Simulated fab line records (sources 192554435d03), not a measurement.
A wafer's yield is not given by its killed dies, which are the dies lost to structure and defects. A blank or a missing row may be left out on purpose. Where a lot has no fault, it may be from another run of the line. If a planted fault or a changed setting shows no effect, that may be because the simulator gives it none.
Which tool did it? / flow n5_finfet / 31 wafers from 11 lots sampled at 2 of the route's 1938 steps

WHAT THE GAUGES SHOWED, per wafer
N5_MIM_BOT_LITHO_OVL_MEAS_11. Usual: MIM_BOT_OVL 0 nm, standard deviation 4.6.
lot=L381; measured=day 11 08:13; on=overlay-02; MIM_BOT_OVL (nm)=-1 -10 0; flag=
lot=L382; measured=day 11 07:54; on=overlay-01; MIM_BOT_OVL (nm)=-6 -7 -5; flag=
lot=L384; measured=day 12 11:13; on=overlay-02; MIM_BOT_OVL (nm)=-1 -3; flag=
lot=L386; measured=day 13 01:43; on=overlay-01; MIM_BOT_OVL (nm)=-10 -10 -4; flag=
lot=L388; measured=day 13 10:09; on=overlay-02; MIM_BOT_OVL (nm)=-7 -7 -9; flag=
lot=L389; measured=day 13 08:00; on=overlay-02; MIM_BOT_OVL (nm)=3 3 1; flag=
lot=L390; measured=day 13 18:47; on=overlay-02; MIM_BOT_OVL (nm)=5 4; flag=
lot=L391; measured=day 14 01:47; on=overlay-01; MIM_BOT_OVL (nm)=8 6 5; flag=
lot=L393; measured=day 14 11:19; on=overlay-02; MIM_BOT_OVL (nm)=6 -1 1; flag=
lot=L401; measured=day 16 17:31; on=overlay-02; MIM_BOT_OVL (nm)=11 7 7; flag=
lot=L403; measured=day 17 02:24; on=overlay-02; MIM_BOT_OVL (nm)=2 -5 0; flag=

EACH LOT AND THE TOOL THAT RAN IT (in order: tool; ch and the chambers of the sampled wafers; start)
lot=L381; N5_BEOL_M1_SPUTTER_86=pvd_sputter-03, day 6 13:56
lot=L382; N5_BEOL_M1_SPUTTER_86=pvd_sputter-01, day 6 14:16
lot=L384; N5_BEOL_M1_SPUTTER_86=pvd_sputter-01, day 7 04:44
lot=L386; N5_BEOL_M1_SPUTTER_86=pvd_sputter-01, day 7 21:11
lot=L388; N5_BEOL_M1_SPUTTER_86=pvd_sputter-01, day 8 01:19
lot=L389; N5_BEOL_M1_SPUTTER_86=pvd_sputter-02, day 8 13:08
lot=L390; N5_BEOL_M1_SPUTTER_86=pvd_sputter-02, day 8 15:49
lot=L391; N5_BEOL_M1_SPUTTER_86=pvd_sputter-02, day 8 18:28
lot=L393; N5_BEOL_M1_SPUTTER_86=pvd_sputter-02, day 9 07:58
lot=L401; N5_BEOL_M1_SPUTTER_86=pvd_sputter-03, day 11 08:35
lot=L403; N5_BEOL_M1_SPUTTER_86=pvd_sputter-02, day 11 21:59
- N5_BEOL_M1_SPUTTER_86: material Cu, target thk 4.5 nm, time 8.29 s.

WHAT THE TOOLS THEMSELVES READ (means of the sampled wafers that have a number; where no wafer has one, the mark that the record gives instead)
N5_BEOL_M1_SPUTTER_86. Usual: susceptor_temp_C -20.00 C, standard deviation 0.089; throttle_valve_pct 29.8 %, standard deviation 1.3.
lot=L381; tool=pvd_sputter-03; susceptor_temp_C (C)=-19.99; throttle_valve_pct (%)=30.8; flag=
lot=L382; tool=pvd_sputter-01; susceptor_temp_C (C)=-20.01; throttle_valve_pct (%)=30.0; flag=
lot=L384; tool=pvd_sputter-01; susceptor_temp_C (C)=-19.89; throttle_valve_pct (%)=30.2; flag=
lot=L386; tool=pvd_sputter-01; susceptor_temp_C (C)=-20.09; throttle_valve_pct (%)=30.4; flag=
lot=L388; tool=pvd_sputter-01; susceptor_temp_C (C)=-20.07; throttle_valve_pct (%)=30.1; flag=
lot=L389; tool=pvd_sputter-02; susceptor_temp_C (C)=-19.97; throttle_valve_pct (%)=29.6; flag=
lot=L390; tool=pvd_sputter-02; susceptor_temp_C (C)=-19.91; throttle_valve_pct (%)=27.6; flag=
lot=L391; tool=pvd_sputter-02; susceptor_temp_C (C)=-19.95; throttle_valve_pct (%)=28.1; flag=
lot=L393; tool=pvd_sputter-02; susceptor_temp_C (C)=-19.98; throttle_valve_pct (%)=29.0; flag=
lot=L401; tool=pvd_sputter-03; susceptor_temp_C (C)=-19.98; throttle_valve_pct (%)=30.1; flag=
lot=L403; tool=pvd_sputter-02; susceptor_temp_C (C)=-20.02; throttle_valve_pct (%)=28.9; flag=

THE ANSWER, worked out from the rows above alone
Rule: lot off if the mean of its wafers having a number is beyond 3 standard deviations from the usual mean. A lot without any number at a reading at which 4 lots or more have one is off too. The other lots that the step has rows for count as sound. After the gauges, taken in route order, come the tools' own readings; for these a lot's mean is taken, as printed above. The first step at which some lot is off is used, and at that step the reading that is off furthest; a lot without a number counts as furthest.
Across all readings shown, no lot is off: no conclusion can be drawn from this.

WHAT THE SIMULATOR PUT IN
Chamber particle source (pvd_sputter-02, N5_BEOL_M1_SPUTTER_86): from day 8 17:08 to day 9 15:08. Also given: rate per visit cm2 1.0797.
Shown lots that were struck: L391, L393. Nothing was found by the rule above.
